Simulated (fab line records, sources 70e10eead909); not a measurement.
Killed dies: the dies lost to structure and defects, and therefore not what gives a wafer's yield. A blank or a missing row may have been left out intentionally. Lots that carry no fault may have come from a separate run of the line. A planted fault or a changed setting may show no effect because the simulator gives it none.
Which tool is to blame?    flow nand harc    24 lots, 72 wafers sampled, at 5 steps of a route of 1302

WHAT THE GAUGES SHOWED, per wafer
NHARC_A_BLC_INSPECT_12. Usual: raw defect count reads 85 (standard deviation 38).
lot   measured      on                 raw defect count  flag
L074  day 22 21:01  defect inspect-02  17 9 17           
L075  day 23 07:56  defect inspect-01  152 183 155       
L077  day 23 16:30  defect inspect-01  74 83 84          
L076  day 23 21:55  defect inspect-02  124 108 100       
L079  day 24 03:08  defect inspect-01  115 121 114       
L078  day 24 06:03  defect inspect-01  66 65 82          
L080  day 24 20:23  defect inspect-01  78 78 91          
L082  day 25 22:17  defect inspect-02  28 31 38          
L081  day 26 02:06  defect inspect-02  121 118 116       
L083  day 26 07:59  defect inspect-01  41 32 41          
L084  day 26 21:27  defect inspect-02  60 57 66          
L087  day 27 02:16  defect inspect-02  134 127 107       
L086  day 27 03:50  defect inspect-02  58 39 42          
L085  day 27 07:26  defect inspect-02  79 79 90          
L089  day 28 02:38  defect inspect-02  103 115 99        
L088  day 28 17:28  defect inspect-01  53 72 71          
L091  day 28 23:46  defect inspect-02  70 59 95          
L090  day 29 16:02  defect inspect-02  133 127 143       
L092  day 30 06:34  defect inspect-02  71 66 81          
L093  day 30 04:50  defect inspect-01  115 126 104       
L095  day 30 21:13  defect inspect-01  25 21 20          
L094  day 30 23:53  defect inspect-01  130 132 116       
L096  day 31 17:43  defect inspect-01  68 53 65          
L097  day 31 18:56  defect inspect-02  124 137 110       

NHARC_A_M0_CD_MEAS_09: target cd 80 nm. Usual: cd nm reads 79.9 nm (standard deviation 0.83).
lot   measured      on         cd nm (nm)      flag
L074  day 23 00:55  cd sem-03  79.1 78.0 79.8  
L075  day 23 11:52  cd sem-03  81.5 80.0 80.7  
L077  day 23 20:25  cd sem-01  79.8 79.8 79.9  
L076  day 24 01:55  cd sem-01  79.6 80.0 80.8  
L079  day 24 07:15  cd sem-02  79.7 79.6 79.7  
L078  day 24 09:58  cd sem-03  80.7 79.9 80.3  
L080  day 25 00:19  cd sem-01  80.2 78.6 78.8  
L082  day 26 02:16  cd sem-02  79.6 80.4 79.7  
L081  day 26 06:11  cd sem-02  81.3 79.5 80.6  
L083  day 26 11:49  cd sem-02  79.8 79.8 78.1  
L084  day 27 01:22  cd sem-02  81.0 80.6 80.6  
L087  day 27 06:11  cd sem-02  78.6 79.0 79.7  
L086  day 27 07:46  cd sem-01  80.4 79.5 80.8  
L085  day 27 15:34  cd sem-02  81.2 80.3 80.3  
L089  day 28 06:32  cd sem-02  80.6 80.7 81.1  
L088  day 28 21:37  cd sem-01  79.3 80.1 80.6  
L091  day 29 03:54  cd sem-01  80.9 80.9 80.1  
L090  day 29 19:53  cd sem-03  79.1 80.3 80.0  
L092  day 30 10:29  cd sem-03  79.1 80.1 80.0  
L093  day 30 08:38  cd sem-01  79.7 79.5 78.9  
L095  day 31 01:01  cd sem-02  81.2 81.5 81.1  
L094  day 31 04:10  cd sem-01  80.1 79.9 80.9  
L096  day 31 21:52  cd sem-01  77.9 79.2 79.0  
L097  day 31 22:57  cd sem-03  78.8 78.8 78.6  

WHAT TOOL EACH LOT RAN ON (gives the tool, then ch and the chambers of the sampled wafers, and finally the start)
lot   NHARC_A_CONTACT_ETCH_134              NHARC_A_CONTACT_ETCH_98                        NHARC_A_CONTACT_CVD_19
L074  har cap etch-03 ch 0,1, day 22 15:50  rie diel-10 ch 0,1,3, day 22 21:01 or earlier  cvd w-02 ch 0,1, day 22 21:01 or earlier
L075  har cap etch-03 ch 0,1, day 23 02:19  rie diel-03 ch 0,3, day 23 07:56 or earlier    cvd w-01 ch 0,1, day 23 07:56 or earlier
L077  har cap etch-01 ch 0,1, day 23 11:29  rie diel-10 ch 0,3, day 23 16:30 or earlier    cvd w-02 ch 0,1, day 23 16:30 or earlier
L076  har cap etch-03 ch 0,1, day 23 16:50  rie diel-10 ch 0,3, day 23 21:55 or earlier    cvd w-02 ch 0,1, day 23 21:55 or earlier
L079  har cap etch-03 ch 0,1, day 23 22:01  rie diel-10 ch 0,2, day 24 03:08 or earlier    cvd w-02 ch 0,1, day 24 03:08 or earlier
L078  har cap etch-01 ch 0,1, day 24 00:57  rie diel-11 ch 0,3, day 24 06:03 or earlier    cvd w-02 ch 1, day 24 06:03 or earlier
L080  har cap etch-03 ch 0,1, day 24 15:15  rie diel-11 ch 0,1,3, day 24 20:23 or earlier  cvd w-02 ch 0,1, day 24 20:23 or earlier
L082  har cap etch-01 ch 0,1, day 25 17:11  rie diel-03 ch 0,1,2, day 25 19:08             cvd w-02 ch 0,1, day 25 22:17 or earlier
L081  har cap etch-01 ch 0,1, day 25 21:03  rie diel-03 ch 0,1,2, day 25 22:59             cvd w-01 ch 0,1, day 26 02:06 or earlier
L083  har cap etch-02 ch 0,1, day 26 02:46  rie diel-03 ch 0,2, day 26 04:46               cvd w-01 ch 0,1, day 26 07:59 or earlier
L084  har cap etch-03 ch 0,1, day 26 15:40  rie diel-10 ch 2,3, day 26 21:27 or earlier    cvd w-01 ch 0,1, day 26 21:27 or earlier
L087  har cap etch-02 ch 0,1, day 26 21:13  rie diel-11 ch 0,3, day 27 02:16 or earlier    cvd w-02 ch 0,1, day 27 02:16 or earlier
L086  har cap etch-03 ch 0,1, day 26 22:46  rie diel-10 ch 0,1, day 27 03:50 or earlier    cvd w-01 ch 0,1, day 27 03:50 or earlier
L085  har cap etch-01 ch 0,1, day 27 01:53  rie diel-10 ch 0,1,2, day 27 07:26 or earlier  cvd w-01 ch 0,1, day 27 07:26 or earlier
L089  har cap etch-02 ch 1, day 27 21:23    rie diel-10 ch 0,1,3, day 28 02:38 or earlier  cvd w-02 ch 0, day 28 02:38 or earlier
L088  har cap etch-01 ch 1, day 28 12:18    rie diel-10 ch 0,2, day 28 17:28 or earlier    cvd w-01 ch 0,1, day 28 17:28 or earlier
L091  har cap etch-03 ch 0,1, day 28 18:27  rie diel-10 ch 1,2, day 28 23:46 or earlier    cvd w-02 ch 0,1, day 28 23:46 or earlier
L090  har cap etch-01 ch 0,1, day 29 09:55  rie diel-10 ch 2,3, day 29 16:02 or earlier    cvd w-01 ch 0,1, day 29 16:02 or earlier
L092  har cap etch-03 ch 0,1, day 29 22:40  rie diel-11 ch 0,1,2, day 30 06:34 or earlier  cvd w-01 ch 0,1, day 30 06:34 or earlier
L093  har cap etch-01 ch 0,1, day 29 23:40  rie diel-10 ch 0,1,3, day 30 04:50 or earlier  cvd w-02 ch 0,1, day 30 04:50 or earlier
L095  har cap etch-01 ch 0,1, day 30 15:56  rie diel-11 ch 0,1,2, day 30 21:13 or earlier  cvd w-02 ch 0,1, day 30 21:13 or earlier
L094  har cap etch-01 ch 0,1, day 30 18:57  rie diel-03 ch 0,2,3, day 30 20:54             cvd w-01 ch 0,1, day 30 23:53 or earlier
L096  har cap etch-02 ch 0,1, day 31 12:04  rie diel-03 ch 2,3, day 31 17:43 or earlier    cvd w-02 ch 0,1, day 31 17:43 or earlier
L097  har cap etch-01 ch 0,1, day 31 13:04  rie diel-10 ch 0,1,2, day 31 18:56 or earlier  cvd w-02 ch 0,1, day 31 18:56 or earlier
- NHARC_A_CONTACT_ETCH_134: etches the open film in C4F8/O2/Ar, time 140 s, target depth 700 nm.
- NHARC_A_CONTACT_ETCH_98: etches the open film in C4F6/O2, target depth 20 nm, time 10 s.
- NHARC_A_CONTACT_CVD_19: deposits W, target thk 300 nm, time 802 s.

WHAT THE TOOLS THEMSELVES READ (means of the sampled wafers that have a number; where no wafer has one, the mark that the record gives instead)
NHARC_A_CONTACT_ETCH_98. Usual: c4f6 flow sccm 25.01 sccm (standard deviation 0.077); drypump motor current A 6.2 A (standard deviation 0.32); oes product au 0.952 a.u. (standard deviation 0.016); rf fwd power W 585.9 W (standard deviation 2.2); rf vpp V 547 V (standard deviation 4); showerhead plenum p Torr 3.91 Torr (standard deviation 0.19); throttle valve pct 26.903 % (standard deviation 0.0089).
lot   tool         c4f6 flow sccm (sccm)  drypump motor current A (A)  oes product au (a.u.)  rf fwd power W (W)  rf vpp V (V)  showerhead plenum p Torr (Torr)  throttle valve pct (%)  flag
L074  rie diel-10  25.00                  6.3                          0.965                  585.6               548           3.96                             26.898                  
L075  rie diel-03  25.02                  6.4                          0.990                  589.5               544           3.77                             26.903                  
L077  rie diel-10  24.98                  6.4                          0.944                  584.8               546           3.86                             26.901                  
L076  rie diel-10  25.00                  6.3                          0.947                  583.3               548           4.00                             26.905                  
L079  rie diel-10  24.97                  6.2                          0.955                  585.0               548           3.99                             26.906                  
L078  rie diel-11  24.93                  6.3                          0.951                  585.3               550           4.09                             26.909                  
L080  rie diel-11  24.93                  5.9                          0.941                  586.7               548           3.98                             26.900                  
L082  rie diel-03  25.02                  6.4                          0.945                  586.7               546           3.86                             26.910                  
L081  rie diel-03  25.05                  6.4                          0.939                  585.5               546           3.86                             26.903                  
L083  rie diel-03  24.95                  6.5                          0.942                  585.0               546           3.87                             26.900                  
L084  rie diel-10  25.03                  6.6                          0.954                  587.4               542           3.71                             26.902                  
L087  rie diel-11  25.02                  6.3                          0.957                  583.8               550           4.08                             26.898                  
L086  rie diel-10  25.01                  6.1                          0.940                  585.8               549           4.04                             26.909                  
L085  rie diel-10  24.99                  6.2                          0.950                  584.9               547           3.94                             26.901                  
L089  rie diel-10  25.06                  6.2                          0.947                  586.4               547           3.94                             26.902                  
L088  rie diel-10  25.02                  6.4                          0.959                  586.1               544           3.84                             26.905                  
L091  rie diel-10  25.08                  6.2                          0.949                  587.0               546           3.90                             26.906                  
L090  rie diel-10  25.00                  6.6                          0.933                  586.7               542           3.71                             26.897                  
L092  rie diel-11  25.01                  5.7                          0.963                  585.3               548           3.98                             26.906                  
L093  rie diel-10  24.99                  6.2                          0.958                  586.6               547           3.94                             26.904                  
L095  rie diel-11  25.05                  5.7                          0.959                  585.8               547           3.98                             26.909                  
L094  rie diel-03  25.04                  6.4                          0.945                  587.2               546           3.88                             26.913                  
L096  rie diel-03  25.04                  6.6                          0.930                  587.7               549           4.02                             26.910                  
L097  rie diel-10  25.07                  6.2                          0.955                  586.6               547           3.93                             26.905                  

NHARC_A_CONTACT_CVD_19. Usual: heater power w 495 W, standard deviation 32; mfc h2 sccm 1600 sccm, standard deviation 5.3; mfc wf6 sccm 40.00 sccm, standard deviation 0.11; throttle valve pct 7.91 %, standard deviation 0.26.
lot   tool      heater power w (W)  mfc h2 sccm (sccm)  mfc wf6 sccm (sccm)  throttle valve pct (%)  flag
L074  cvd w-02  465                 1603                39.94                7.89                    
L075  cvd w-01  505                 1596                40.07                7.74                    
L077  cvd w-02  459                 1602                39.97                7.95                    
L076  cvd w-02  488                 1602                40.08                7.99                    
L079  cvd w-02  485                 1601                40.19                7.95                    
L078  cvd w-02  438                 1601                40.10                8.21                    
L080  cvd w-02  493                 1598                39.99                7.80                    
L082  cvd w-02  472                 1603                39.95                7.94                    
L081  cvd w-01  504                 1593                40.02                7.51                    
L083  cvd w-01  510                 1598                39.93                7.70                    
L084  cvd w-01  507                 1599                39.95                7.61                    
L087  cvd w-02  503                 1594                39.97                7.79                    
L086  cvd w-01  510                 1600                39.93                7.63                    
L085  cvd w-01  509                 1605                39.99                7.71                    
L089  cvd w-02  535                 1603                40.07                8.14                    
L088  cvd w-01  507                 1596                40.00                7.80                    
L091  cvd w-02  490                 1596                40.01                8.21                    
L090  cvd w-01  510                 1603                40.06                7.69                    
L092  cvd w-01  503                 1598                39.99                7.71                    
L093  cvd w-02  510                 1598                40.02                8.07                    
L095  cvd w-02  483                 1602                40.00                8.10                    
L094  cvd w-01  515                 1595                40.02                7.91                    
L096  cvd w-02  506                 1601                40.12                8.10                    
L097  cvd w-02  509                 1598                40.00                8.08                    

THE ANSWER, worked out from the rows above alone
Rule: take the mean of a lot's wafers that have a number; if it is more than 3 standard deviations from the usual mean, the lot is off. A lot without any number at a reading at which 4 lots or more have one is off too. The other lots that the step has rows for count as sound. Order of review: gauges by route order, followed by the tools' own readings, for which a lot's mean as printed above is used. The first step at which some lot is off is used, and at that step the reading that is off furthest; a lot without a number counts as furthest.
No lot is off on any of the readings shown, so nothing can be concluded from this.

WHAT THE SIMULATOR HAD INSERTED
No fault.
